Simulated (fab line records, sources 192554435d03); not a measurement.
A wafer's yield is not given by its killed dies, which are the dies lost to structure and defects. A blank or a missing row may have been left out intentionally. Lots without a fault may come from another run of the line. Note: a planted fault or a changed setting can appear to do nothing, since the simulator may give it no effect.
Matching of chambers ; flow n5 finfet ; rie diel-04 running N5_BEOL_M2_STRIP_66: 4 sister chambers
The step strips in CF4. 4 wafers are shown with their chamber, then 7 later ones without.

EACH WAFER AND ITS CHAMBER
wafer;chamber;drypump motor current A (A)
L083.5;3;5.8
L083.6;2;5.8
L087.1;1;5.9
L087.2;0;4.7

WAFERS WHOSE CHAMBER IS MISSING
wafer;drypump motor current A (A)
L087.3;5.7
L089.1;4.8
L089.2;5.9
L089.3;5.8
L091.2;4.8
L091.4;5.7
L091.6;5.9

WHICH CHAMBER EACH WENT THROUGH
wafer;from the rows above;in truth
L087.3;can't be placed: 2 or 3 or 1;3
L089.1;0;0
L089.2;can't be placed: 1 or 2 or 3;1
L089.3;can't be placed: 2 or 3 or 1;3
L091.2;0;0
L091.4;can't be placed: 2 or 3 or 1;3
L091.6;can't be placed: 1 or 2 or 3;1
Correctly placed: 2 of 7. Unplaceable from these rows: 5, with the true chamber sitting among the candidates in 5. Number placed wrongly: 0.
How it was worked out, from the rows above alone: a wafer's distance from a chamber is the root of the sum, over the readings, of the square of ((its reading less the chamber's mean) divided by the reading's scatter). If the next closest chamber is less than 2 further off than the closest, the wafer can't be placed; otherwise it belongs to the closest. The mean given for a chamber averages the wafers shown for that chamber. The scatter: root of mean squared gap, hidden wafer to nearest shown wafer, with one shown wafer a chamber.
